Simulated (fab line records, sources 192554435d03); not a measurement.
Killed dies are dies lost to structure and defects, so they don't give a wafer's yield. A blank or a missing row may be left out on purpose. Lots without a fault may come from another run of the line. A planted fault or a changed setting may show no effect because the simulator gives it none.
Split-lot experiment | flow n5_finfet | 7 lots, 21 wafers read, on a route of 1938 steps

THE SPLIT
At N5_BEOL_M9_ETCH_66 (etches SOC in N2/H2, target depth 80 nm, overetch 16 nm, time 120 s), the setting bias_w was moved away from the recipe's 150 W on 6 of the 21 wafers read, by -12.3% to +10.8%. The other wafers ran this setting at the recipe's value.

The reading is taken at the split's own step.

THE READING
rf_vpp_V, in V, at N5_BEOL_M9_ETCH_66 (etches SOC in N2/H2, target depth 80 nm, overetch 16 nm, time 120 s). Fault-free wafers of this fab line usually give 524.3 V, standard deviation 3 V.

wafer  | tool, chamber at the split | bias_w as run, W | against the recipe | rf_vpp_V, V | against lot-mates on the recipe
L075.3 | rie_diel-02, 0             | 150              | recipe             | 524.2       | -
L075.5 | rie_diel-02, 2             | 150              | recipe             | 526.1       | -
L075.6 | rie_diel-02, 1             | 150              | recipe             | 525.2       | -
L085.1 | rie_diel-06, 1             | 150              | recipe             | 528.0       | -
L085.5 | rie_diel-06, 3             | 150              | recipe             | 527.4       | -
L085.6 | rie_diel-06, 2             | 150              | recipe             | 517.5       | -
L088.2 | rie_diel-06, 0             | 166.2            | +10.8%             | 557.8       | +29.6
L088.4 | rie_diel-06, 1             | 150              | recipe             | 528.2       | -
L088.6 | rie_diel-06, 1             | 166.2            | +10.8%             | 563.6       | +35.4
L089.1 | rie_diel-02, 1             | 150              | recipe             | 526.1       | -
L089.4 | rie_diel-02, 0             | 150              | recipe             | 525.3       | -
L089.6 | rie_diel-02, 1             | 150              | recipe             | 526.2       | -
L096.2 | rie_diel-03, 2             | 133.3            | -11.1%             | 487.0       | no lot-mate on the recipe
L096.3 | rie_diel-03, 1             | 133.3            | -11.1%             | 487.4       | no lot-mate on the recipe
L096.6 | rie_diel-03, 3             | 133.3            | -11.1%             | 483.8       | no lot-mate on the recipe
L093.1 | rie_diel-06, 3             | 150              | recipe             | 526.6       | -
L093.3 | rie_diel-06, 1             | 150              | recipe             | 527.7       | -
L093.6 | rie_diel-06, 3             | 131.6            | -12.3%             | 486.1       | -41.1
L095.2 | rie_diel-03, 0             | 150              | recipe             | 522.6       | -
L095.5 | rie_diel-03, 1             | 150              | recipe             | 524.4       | -
L095.6 | rie_diel-03, 2             | 150              | recipe             | 524.7       | -

THE FIT
A straight line over all 21 wafers: rf_vpp_V changes by +3.38 V for each +1% of bias_w; r = +0.99; the points scatter about the line by 2.7 V.
The same after taking each lot's own level away (the mean of its wafers on the recipe; 18 wafers): +3.15 V for each +1%; r = +0.99; scatter 2.5 V.
On that fit, the largest move of bias_w shifts the reading by 39 V.
The lots' own levels span 523.90 to 528.20 V, that is 1.4 times the standard deviation above.
So the lot-to-lot level changes the slope little: the two slopes agree.
Check: with one of the wafers moved furthest among these (-12.3%) left out of the fit, the line predicts -36.9 V for it against its lot-mates. It came out at -41.1 V against them.
Tool readings at the split's step, against how far the setting was moved: rf_vpp_V r = +0.99.

OTHER SPLITS ON THESE WAFERS
These wafers also went through other splits before the reading. Each is held against what the fit with the lots' levels taken away leaves over:
other split on the same wafers | wafers away from the commonest value | r with rf_vpp_V (lot level and that fit taken away)
N5_BEOL_M9_EXPOSE_25 dose_mj   | 4                                    | +0.14

THE WHOLE CHAIN: every reading that the file lists as answering this split, in the file's order
step               | what it does                                                        | reading                                                                          | change (the file's fit)                | r (the file's)
N5_BEOL_M9_ETCH_66 | etches SOC in N2/H2, target depth 80 nm, overetch 16 nm, time 120 s | rf_vpp_V                                                                         | +3.2 V for each +1% of the setting     | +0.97
N5_BEOL_M9_ETCH_66 | etches SOC in N2/H2, target depth 80 nm, overetch 16 nm, time 120 s | SiARC_of_BEOL_M9_COAT_64.thk_nm (the simulator's own value, which no gauge read) | -0.0823 nm for each +1% of the setting | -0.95

THE FILE'S OWN FIT
rf_vpp_V changes by +3.2 V for each +1% of bias_w, r = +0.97.
